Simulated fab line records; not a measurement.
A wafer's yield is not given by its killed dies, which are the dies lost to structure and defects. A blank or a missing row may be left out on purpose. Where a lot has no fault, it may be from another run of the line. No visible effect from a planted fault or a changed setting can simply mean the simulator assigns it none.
Which tool is to blame? ; flow n5_finfet ; 12 lots with 36 wafers sampled at 4 steps, on a route of 1938 steps

WHAT EACH GAUGE READ, for each wafer
N5_BEOL_M3_INSPECT_59: inspects for defects (darkfield).
lot;measured;on;raw_defect_count
L074;day 7 19:01;defect_inspect-01;58 82 82
L077;day 8 06:55;defect_inspect-02;64 69 38
L079;day 9 01:52;defect_inspect-01;69 83 70
L080;day 9 03:45;defect_inspect-01;59 106 82
L084;day 10 05:13;defect_inspect-01;59 51 87
L085;day 10 08:22;defect_inspect-01;60 56 57
L087;day 10 19:32;defect_inspect-01;94 86 107
L089;day 11 05:11;defect_inspect-01;132 67 64
L091;day 11 10:33;defect_inspect-02;56 64 95
L092;day 12 11:27;defect_inspect-02;47 46 47
L094;day 12 21:39;defect_inspect-02;86 37 94
L097;day 12 23:54;defect_inspect-02;51 79 38

WHAT TOOL EACH LOT RAN ON (gives the tool, then ch and the chambers of the sampled wafers, and finally the start)
lot;N5_BEOL_M3_ALD_84;N5_BEOL_M3_ANNEAL_87;N5_BEOL_M3_SPUTTER_88
L074;ald_metal-04 ch 0,2, day 7 14:05;pvd_sputter-02, day 7 16:54;pvd_sputter-02, day 7 17:02
L077;ald_metal-01 ch 1,2,3, day 8 02:52;pvd_sputter-02, day 8 04:11;pvd_sputter-02, day 8 04:19
L079;ald_metal-04 ch 1,3, day 8 22:29;pvd_sputter-03, day 8 23:47;pvd_sputter-03, day 8 23:55
L080;ald_metal-04 ch 1,2, day 8 22:41;pvd_sputter-03, day 9 01:40;pvd_sputter-03, day 9 01:48
L084;ald_metal-04 ch 0,3, day 10 01:53;pvd_sputter-02, day 10 03:07;pvd_sputter-02, day 10 03:15
L085;ald_metal-01 ch 0,1, day 10 04:53;pvd_sputter-01, day 10 06:05;pvd_sputter-01, day 10 06:14
L087;ald_metal-04 ch 1,3, day 10 16:00;pvd_sputter-01, day 10 17:27;pvd_sputter-01, day 10 17:35
L089;ald_metal-01 ch 1,2, day 11 01:46;pvd_sputter-01, day 11 03:05;pvd_sputter-01, day 11 03:13
L091;ald_metal-02 ch 1,2,3, day 11 06:59;pvd_sputter-03, day 11 08:25;pvd_sputter-03, day 11 08:33
L092;ald_metal-01 ch 0,2,3, day 12 06:04;pvd_sputter-01, day 12 09:05;pvd_sputter-01, day 12 09:14
L094;ald_metal-04 ch 1,3, day 12 18:10;pvd_sputter-02, day 12 19:25;pvd_sputter-02, day 12 19:34
L097;ald_metal-01 ch 0,2,3, day 12 20:26;pvd_sputter-02, day 12 21:40;pvd_sputter-02, day 12 21:49
- N5_BEOL_M3_ALD_84: deposits TaN, pulse time 2 s, purge time 3 s, co reactant purge time 2 s.
- N5_BEOL_M3_ANNEAL_87: time 240 s.
- N5_BEOL_M3_SPUTTER_88: material Cu, target thk 4.5 nm, time 8.29 s.

THE ANSWER, worked out from the rows above alone
Rule: what is usual is taken from the lots themselves. Put in order of their means at a reading, lots are off if they are a third of the lots or fewer, leave a main group of 4 or more, and stand apart from it by a gap of 3 or more times the standard deviation of the main group's means; of several such gaps the widest counts. A main group is skipped when, at the precision printed for the reading in the tables above, its means are all equal. Also off: a lot with no number at a reading for which 4 or more lots have one. Where the step has rows for the other lots, those lots are counted as sound.
None of the lots is off at any reading shown; this tells nothing.

WHAT THE SIMULATOR HAD INSERTED
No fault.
